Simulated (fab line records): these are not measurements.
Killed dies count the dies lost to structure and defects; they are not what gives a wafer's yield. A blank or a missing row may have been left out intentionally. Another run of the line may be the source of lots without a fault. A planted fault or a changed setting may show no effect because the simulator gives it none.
fab line records | flow nand-harc | part 2 of 2: steps 5 to 6 of 6
[record] lots = 22 wafers = 66 last-day = 33
route steps=1302 shown A_STAIRCASE@706
lots with no fault: from the same line, run without faults
start-h: hours from the record's first day to the start of the lot's first wafer shown | wait-h: hours from the lot's prior step to this one | " same as the row above | L1.1+2: one row covering several wafers at once | - value missing, or start not given | * or withheld: withheld | < > ~ a bound
route shown NAME@n: NAME is a module with steps in the file, n the number in the route of the first one | usual: mean/standard deviation of fault-free wafers | same: alike in all rows | chamber/n: place in a boat | sites: per-site readings | _std_site: the values' standard deviation | _edge_site: mean of outer sites minus mean of inner sites | radius-mm: how far each site lies from the wafer's centre | mask NAME#n: copy n | behind: the tool/chamber that last shaped the wafer | hold: cause of the lot's hold/its duration in hours/its outcome | device: the transistor (n, p or np) that didn't switch | end of line: the same wafers' tests at the end of the route | where a step has no rows: the recipe by itself | killed: count of dies lost to structure and defects at first sort (not the wafer's yield) | map: a wafer's dies, x killed, . not, _ none there
set.NAME: the run value of the setting; set.NAME@STEP: its run value at that earlier step | model.NAME: the simulator's own value behind a step, which no gauge read
route steps across a sampled set of lots; one table per step, one row per wafer
services: a tool's chamber out of use, with start hour (start-h, from the record's first day; less than 0 if before it), hours out, and reason
[[steps]]
[step NHARC_A_STAIRCASE_TRIM_224]
[recipe] time-s = 211.2 o2-flow-sccm = 500 ar-flow-sccm = 0 bias-w = 0 chemistry = O2
[usual] drypump-motor-current-A = 5.8/0.5 oes-product-au = 1.003/0.011 rf-vpp-V = 57.8/0.92 showerhead-plenum-p-Torr = 3.50/0.17 throttle-valve-pct = 17.037/0.0085
[same] bias-w = 0
// columns lot.wafer tool chamber start-h wait-h drypump-motor-current-A oes-product-au rf-hours-counter-h rf-vpp-V showerhead-plenum-p-Torr throttle-valve-pct
L074.1 rie-diel-09 1 - - 5.7 1.022 9 59.3 3.74 17.039
L074.3 " 3 " " 6.4 1.012 11 56.0 3.31 17.042
L074.5 " 0 " " 5.2 0.992 - 58.1 3.38 17.032
L075.3 rie-diel-08 0 - - 4.9 0.992 1 57.6 3.29 17.040
L075.2 " 1 " " 6.2 0.995 1 57.5 3.55 17.040
L075.4 " 0 " " 4.9 0.982 - 57.9 3.29 17.035
L076.4 rie-diel-02 1 - - 6.1 1.016 49 56.3 3.54 17.034
L076.1 " 2 " " 6.0 1.020 49 57.3 3.42 17.026
L076.3 " 3 " " 6.6 1.020 49 58.9 3.78 17.052
L077.2 rie-diel-02 2 - - 6.0 1.000 3 57.5 3.42 17.031
L077.1 " 1 " " 6.1 1.009 3 58.1 3.53 17.039
L077.6 " 0 " " 5.8 0.997 - 58.2 3.74 17.043
L080.4 rie-diel-08 0 - - 4.9 0.981 14 57.8 3.28 17.043
L080.1 " 3 " " 6.2 0.999 11 58.6 3.31 17.037
L080.5 " 1 " " 6.2 1.013 - 59.0 3.55 17.044
L078.4 rie-diel-08 2 - - 5.4 1.006 12 55.3 3.42 17.026
L078.2 " 3 " " 6.3 0.987 12 57.1 3.31 17.036
L078.6 " 2 " " 5.5 1.012 - 58.1 3.42 17.024
L079.3 rie-diel-08 1 - - 6.2 0.995 15 59.0 3.54 17.026
L079.6 " 1 " " 6.2 1.006 - 56.6 3.55 17.038
L079.5 " 2 " " 5.4 1.013 - 56.3 3.42 17.032
L081.3 rie-diel-08 3 - - 6.2 0.984 22 55.9 3.31 17.048
L081.2 " 0 " " 4.9 0.994 24 57.8 3.28 17.038
L081.6 " 3 " " 6.2 0.988 - 57.1 3.31 17.023
L082.1 rie-diel-02 3 - - 6.6 1.012 5 58.3 3.78 17.035
L082.4 " 2 " " 6.0 0.990 15 57.6 3.41 17.047
L082.5 " 3 " " 6.6 1.006 - 59.0 3.78 17.025
L083.1 rie-diel-08 3 - - 6.2 0.999 28 58.9 3.30 17.039
L083.3 " 0 " " 4.9 0.990 30 56.8 3.27 17.022
L083.5 " 1 " " 6.2 1.014 - 60.4 3.54 17.034
L085.2 rie-diel-08 0 - - 4.9 1.000 32 58.1 3.27 17.042
L085.3 " 1 " " 6.2 1.010 30 59.2 3.54 17.043
L085.6 " 3 " " 6.3 1.011 - 56.3 3.30 17.027
L084.1 rie-diel-08 1 - - 6.2 1.007 30 58.0 3.54 17.038
L084.3 " 0 " " 4.9 0.999 33 57.9 3.27 17.042
L084.5 " 1 " " 6.2 1.014 - 57.4 3.54 17.033
L086.1 rie-diel-09 1 - - 5.8 1.018 57 58.6 3.71 17.046
L086.4 " 2 " " 5.2 0.999 58 58.2 3.74 17.039
L086.3 " 0 " " 5.2 0.998 48 59.3 3.36 17.041
L089.3 rie-diel-02 2 - - 6.0 0.990 43 56.9 3.40 17.035
L089.5 " 1 " " 6.2 1.013 - 57.2 3.51 17.053
L089.6 " 2 " " 6.0 0.984 - 57.2 3.40 17.026
L090.1 rie-diel-02 1 - - 6.1 0.994 48 59.1 3.51 17.045
L090.2 " 2 " " 6.0 0.974 46 55.9 3.40 17.030
L090.4 " 0 " " 5.8 0.991 47 59.3 3.72 17.033
L088.1 rie-diel-08 1 - - 6.2 0.999 51 58.4 3.53 17.040
L088.3 " 3 " " 6.3 0.989 51 57.2 3.29 17.041
L088.5 " 1 " " 6.2 1.003 - 58.7 3.52 17.042
L092.4 rie-diel-09 1 - - 5.8 1.001 8 57.8 3.71 17.039
L092.5 " 3 " " 6.4 0.997 - 57.4 3.29 17.040
L092.6 " 0 " " 5.2 0.999 - 57.5 3.36 17.048
L091.4 rie-diel-08 3 - - 6.2 1.001 55 58.7 3.29 17.035
L091.5 " 1 " " 6.2 1.002 - 56.6 3.52 17.031
L091.6 " 2 " " 5.4 1.009 - 59.7 3.40 17.043
L093.1 rie-diel-02 0 - - 5.7 1.013 53 59.4 3.71 17.025
L093.4 " 3 " " 6.6 1.001 44 58.4 3.75 17.036
L093.5 " 0 " " 5.7 1.007 - 58.4 3.71 17.043
L095.3 rie-diel-02 1 - - 6.2 1.021 69 57.9 3.50 17.056
L095.1 " 2 " " 6.0 0.999 64 56.6 3.39 17.030
L095.5 " 0 " " 5.7 1.000 - 57.5 3.71 17.026
L096.4 rie-diel-08 0 572.93 - 4.9 0.995 4 57.9 3.81 17.036
L096.1 " 2 " " 5.5 0.992 3 58.1 3.40 17.031
L096.6 " 1 " " 6.2 1.001 - 58.5 3.52 17.037
L097.4 rie-diel-08 1 - - 6.2 1.000 10 58.7 3.52 17.031
L097.1 " 3 " " 6.2 0.984 8 58.2 3.80 17.039
L097.3 " 0 " " 4.9 0.982 8 58.6 3.80 17.027
[step NHARC_A_STAIRCASE_TRIM_229]
[recipe] time-s = 211.2 o2-flow-sccm = 500 ar-flow-sccm = 0 bias-w = 0 chemistry = O2
[usual] drypump-motor-current-A = 5.9/0.46 oes-product-au = 1.004/0.0085 rf-vpp-V = 57.9/0.91 showerhead-plenum-p-Torr = 3.55/0.18 throttle-valve-pct = 17.034/0.0096
[same] bias-w = 0
// columns lot.wafer tool chamber start-h wait-h drypump-motor-current-A oes-product-au rf-hours-counter-h rf-vpp-V showerhead-plenum-p-Torr throttle-valve-pct
L074.1 rie-diel-08 2 358.29 0.1 5.4 1.003 44 57.5 3.43 17.014
L074.3 " 0 " " 4.9 1.001 52 56.8 3.29 17.048
L074.5 " 1 " " 6.2 1.010 - 57.7 3.55 17.024
L075.2 rie-diel-02 0 382.76 0.1 5.7 0.992 47 58.8 3.75 17.044
L075.3 " 2 " " 6.1 1.001 47 57.1 3.42 17.039
L075.4 " 3 " " 6.6 0.998 47 58.8 3.78 17.024
L076.1 rie-diel-02 0 391.56 0.1 5.8 1.002 50 57.0 3.74 17.031
L076.4 " 2 " " 6.1 1.037 49 58.3 3.42 17.039
L076.3 " 3 " " 6.6 1.018 49 59.7 3.78 17.031
L077.2 rie-diel-08 2 413.79 0.1 5.4 1.006 10 57.5 3.42 17.039
L077.1 " 0 " " 4.9 0.993 14 56.9 3.28 17.047
L077.6 " 2 " " 5.5 1.002 - 56.8 3.42 17.034
L080.1 rie-diel-09 2 416.43 0.1 5.2 0.997 30 57.6 3.76 17.029
L080.4 " 3 " " 6.4 1.022 29 56.5 3.31 17.028
L080.5 " 2 " " 5.2 1.009 - 59.5 3.76 17.026
L078.4 rie-diel-09 2 420.13 0.1 5.3 1.009 31 58.6 3.76 17.047
L078.2 " 3 " " 6.4 1.012 30 57.7 3.30 17.031
L078.6 " 1 " " 5.8 1.007 - 58.8 3.73 17.039
L079.3 rie-diel-08 3 424.72 1.0 6.3 0.996 15 56.0 3.31 17.034
L079.6 " 3 " " 6.3 0.997 - 56.9 3.31 17.032
L079.5 " 0 " " 4.9 0.985 - 58.1 3.28 17.023
L081.2 rie-diel-02 2 439.32 0.1 6.1 0.996 15 56.7 3.41 17.021
L081.3 " 1 " " 6.1 1.005 15 58.5 3.53 17.044
L081.6 " 3 " " 6.6 1.004 - 57.6 3.78 17.046
L082.4 rie-diel-09 0 444.56 0.1 5.2 0.994 36 57.9 3.37 17.031
L082.1 " 2 " " 5.2 0.999 42 59.2 3.75 17.057
L082.5 " 1 " " 5.8 0.988 - 58.2 3.72 17.047
L083.3 rie-diel-02 0 458.98 0.1 5.8 1.015 20 58.8 3.73 17.047
L083.1 " 3 " " 6.6 1.003 10 57.3 3.77 17.042
L083.5 " 1 " " 6.2 1.016 - 57.8 3.52 17.024
L085.2 rie-diel-02 3 472.27 0.1 6.6 1.021 14 58.1 3.77 17.028
L085.3 " 2 " " 6.1 1.010 26 57.8 3.41 17.034
L085.6 " 3 " " 6.6 1.008 - 59.8 3.77 17.019
L084.3 rie-diel-09 1 473.05 0.1 5.7 1.013 50 57.9 3.72 17.023
L084.1 " 2 " " 5.2 1.009 52 60.7 3.75 17.033
L084.5 " 1 " " 5.8 1.004 - 57.1 3.72 17.035
L086.3 rie-diel-09 0 491.29 0.1 5.2 1.006 49 57.4 3.36 17.040
L086.1 " 2 " " 5.2 1.009 59 58.7 3.74 17.029
L086.4 " 3 " " 6.4 1.006 52 56.8 3.29 17.033
L089.3 rie-diel-02 1 517.58 0.1 6.2 1.004 46 56.0 3.51 17.043
L089.5 " 1 " " 6.2 1.022 - 57.3 3.51 17.041
L089.6 " 2 " " 6.0 0.989 - 59.4 3.40 17.042
L090.2 rie-diel-02 0 525.54 0.1 5.7 0.994 47 59.1 3.72 17.021
L090.4 " 1 " " 6.2 1.006 48 57.4 3.51 17.041
L090.1 " 2 " " 6.0 0.990 46 57.5 3.40 17.040
L088.3 rie-diel-02 1 527.74 0.1 6.1 1.008 49 57.8 3.51 17.034
L088.1 " 2 " " 6.0 0.996 47 57.1 3.40 17.046
L088.5 " 1 " " 6.1 1.010 - 57.2 3.51 17.043
L092.6 rie-diel-02 2 538.27 0.1 6.0 0.997 - 58.0 3.39 17.039
L092.4 " 3 " " 6.6 1.004 - 59.4 3.76 17.035
L092.5 " 1 " " 6.1 1.016 - 57.6 3.51 17.017
L091.6 rie-diel-08 2 539.87 0.1 5.5 1.009 - 56.5 3.40 17.032
L091.5 " 3 " " 6.2 0.999 - 56.3 3.29 17.028
L091.4 " 1 " " 6.2 1.011 - 59.1 3.52 17.040
L093.1 rie-diel-02 0 550.60 0.1 5.8 1.008 54 58.7 3.71 17.049
L093.4 " 2 " " 6.0 0.994 57 57.9 3.39 17.040
L093.5 " 1 " " 6.1 1.018 - 57.6 3.50 17.038
L095.1 rie-diel-02 0 570.45 0.1 5.7 1.001 64 58.0 3.71 17.034
L095.3 " 1 " " 6.2 1.012 69 56.2 3.50 17.023
L095.5 " 2 " " 6.0 0.994 - 58.0 3.39 17.025
L096.1 rie-diel-08 3 573.55 0.1 6.3 0.994 4 57.7 3.81 17.054
L096.4 " 0 " " 4.9 0.994 4 59.1 3.81 17.044
L096.6 " 2 " " 5.4 0.987 - 57.8 3.39 17.041
L097.1 rie-diel-09 0 598.69 0.1 5.2 1.006 31 57.8 3.35 17.029
L097.3 " 1 " " 5.8 1.005 34 57.3 3.69 17.033
L097.4 " 3 " " 6.4 0.998 32 57.4 3.28 17.026
[[services]]
// columns tool chamber start-h hours kind
rie-diel-02 1 338.72 4.8 repair
rie-diel-08 0 348.15 - clean
rie-diel-08 1 348.15 - clean
rie-diel-08 2 348.15 - clean
rie-diel-08 3 348.15 - clean
rie-diel-08 - 367.86 9.0 pm
rie-diel-08 0 367.86 9.0 vent-cycle
rie-diel-08 1 367.86 9.0 vent-cycle
rie-diel-08 2 367.86 9.0 vent-cycle
rie-diel-08 3 367.86 9.0 vent-cycle
rie-diel-08 0 376.86 - clean
rie-diel-08 1 376.86 - clean
rie-diel-08 2 376.86 - clean
rie-diel-08 3 376.86 - clean
rie-diel-08 3 380.36 3.6 repair
rie-diel-02 - 395.90 9.0 pm
rie-diel-08 0 401.40 - clean
rie-diel-08 1 401.40 - clean
rie-diel-02 3 411.54 20.9 repair
rie-diel-09 - 456.73 0.4 repair
rie-diel-09 0 463.90 4.9 repair
rie-diel-09 - 497.16 9.0 pm
rie-diel-08 - 547.65 9.0 pm
rie-diel-02 - 572.90 9.0 pm
